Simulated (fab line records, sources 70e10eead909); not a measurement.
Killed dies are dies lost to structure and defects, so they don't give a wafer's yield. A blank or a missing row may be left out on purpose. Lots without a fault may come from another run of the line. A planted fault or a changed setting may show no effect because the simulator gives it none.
A struck lot beside a sound one | flow nand_harc | 21 steps out of a route of 1302
Sound: wafers L506.2, L506.5, L506.6. Struck: wafers L508.1, L508.4, L508.5. The cause comes at the end.
At each step with rows: each side's tool, then ch and its chambers, then its first start. Under that, the readings that differ: sound wafers | struck wafers | difference of the means | sigmas: that difference in standard deviations of wafers without a fault.
alike: readings whose means differ by less than 2 such deviations, and words and numbers that are the same on both sides. not compared: withheld readings, readings that some wafer has no value for, bounds like >300 that may hide the same value, and numbers for which the record gives no deviation and whose values overlap.
The two part at a step that has a row with sigmas, a row that says differs or no value, or rows on one side only. Numbers that don't overlap but have no deviation are shown without sigmas and don't part them. A reading that every wafer of one side lacks parts them only if that side has two wafers or more.

NHARC_P_CONTACT_CMP_24: polishes, t overpolish 30 s, target thk 200 nm.
  sound on cmp-04 ch 1,2, day 7 03:28; struck on cmp-04 ch 0,1, day 8 02:02
  alike: motor_current_A, overpolish_run_s, retaining_ring_pressure_frac, time_to_endpoint_s
then, 1 step without rows for these wafers: NHARC_P_CONTACT_SRD_26.
NHARC_P_CONTACT_INSPECT_27:
  sound on defect_inspect-02, day 7 03:52; struck on defect_inspect-02, day 8 02:26
  alike: raw_defect_count
then, 8 steps without rows for these wafers: NHARC_P_M0_DEP_00 (deposits SiOC, target thk 150 nm); NHARC_P_M0_DEHYDRATE_01 (time 120 s); NHARC_P_M0_HMDS_02 (time 30 s); NHARC_P_M0_COAT_33 (time 65 s); NHARC_P_M0_COAT_03 (resist thk 90 nm); NHARC_P_M0_SOFTBAKE_04 (time 55 s); NHARC_P_M0_EBR_05; NHARC_P_M0_EXPOSE_06 (exposes mask P M0, target cd 90 nm).
NHARC_P_M0_PEB_07: peb time 65 s.
  sound on litho_track-01 ch 0, day 7 04:41; struck on litho_track-01 ch 0, day 8 03:08
  reading                  | sound              | struck            | difference | sigmas
  heater_power_total_W (W) | 156.0 156.3 157.1  | 151.7 151.0 150.9 | -5.3       | -12
  plate_temp_C (C)         | 99.76 100.09 99.86 | 97.48 97.55 97.22 | -2.49      | -19
then, 1 step without rows for these wafers: NHARC_P_M0_DEVELOP_08 (develop time 35 s).
NHARC_P_M0_CD_MEAS_09: target cd 90 nm.
  sound on cd_sem-03 ch 0, day 7 04:46; struck on cd_sem-03 ch 0, day 8 03:13
  reading    | sound          | struck         | difference | sigmas
  cd_nm (nm) | 89.8 89.0 89.0 | 80.8 80.0 81.1 | -8.6       | -11
NHARC_P_M0_OVL_MEAS_10: pitch 180 nm.
  sound on overlay-02, day 7 04:52; struck on overlay-02, day 8 03:19
  reading           | sound       | struck         | difference | sigmas
  overlay_y_nm (nm) | 1.9 1.4 1.1 | -0.6 -0.9 -1.4 | -2.4       | -3
  alike: overlay_x_nm
NHARC_P_M0_INSPECT_11:
  sound on defect_inspect-01, day 7 04:53; struck on defect_inspect-01, day 8 03:21
  alike: raw_defect_count
NHARC_P_M0_DESCUM_14: chemistry O2, time 3 s.
  sound on rie_diel-07 ch 0,1,3, day 7 04:57; struck on rie_diel-04 ch 0,3, day 8 03:25
  reading               | sound             | struck            | difference | sigmas
  model.P_M0.cd_nm (nm) | 90.27 88.34 89.52 | 80.61 78.77 80.74 | -9.34      |
  alike: drypump_motor_current_A, oes_product_au, rf_vpp_V, showerhead_plenum_p_Torr, throttle_valve_pct
  not compared: rf_hours_counter_h
NHARC_P_M0_ETCH_34: etches the open film in N2/H2, target depth 40 nm, overetch 12 nm, time 43.94 s.
  sound on rie_diel-07 ch 0,1, day 7 05:04; struck on rie_diel-04 ch 0,1, day 8 03:29
  alike: drypump_motor_current_A, oes_product_au, rf_fwd_power_W, rf_vpp_V, showerhead_plenum_p_Torr, throttle_valve_pct
  not compared: rf_hours_counter_h
NHARC_P_M0_ETCH_15: etches the open film in C4F8/Ar, target depth 150 nm, overetch 15 nm, time 82.5 s.
  sound on rie_diel-07 ch 0,3; struck on rie_diel-04 ch 0,3
  reading               | sound             | struck           | difference | sigmas
  model.P_M0.cd_nm (nm) | 89.62 88.32 88.97 | 80.27 79.12 80.5 | -9.01      |
  alike: oes_product_au, rf_fwd_power_W, rf_vpp_V
  not compared: rf_hours_counter_h
NHARC_P_M0_CD_MEAS_16:
  sound on cd_sem-01, day 7 05:18; struck on cd_sem-01, day 8 03:43
  reading    | sound          | struck         | difference | sigmas
  cd_nm (nm) | 89.5 88.3 88.7 | 80.3 79.2 80.2 | -8.9       | -9
NHARC_P_M0_STRIP_18: strips in N2/H2.
  sound on rie_diel-07 ch 0,1,3, day 7 05:26; struck on rie_diel-07 ch 0,2,3, day 8 03:48
  alike: drypump_motor_current_A, oes_product_au, rf_fwd_power_W, rf_vpp_V, showerhead_plenum_p_Torr, throttle_valve_pct
  not compared: rf_hours_counter_h

WHERE THEY PART
First at NHARC_P_M0_PEB_07; last, within this record, at NHARC_P_M0_CD_MEAS_16. Later steps at which nothing parts them and some readings are alike: NHARC_P_M0_STRIP_18.

WHY: what the simulator had put in
Process parameter drift: litho_track-01, from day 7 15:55 on, at NHARC_P_M0_PEB_07. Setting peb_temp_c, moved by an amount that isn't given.
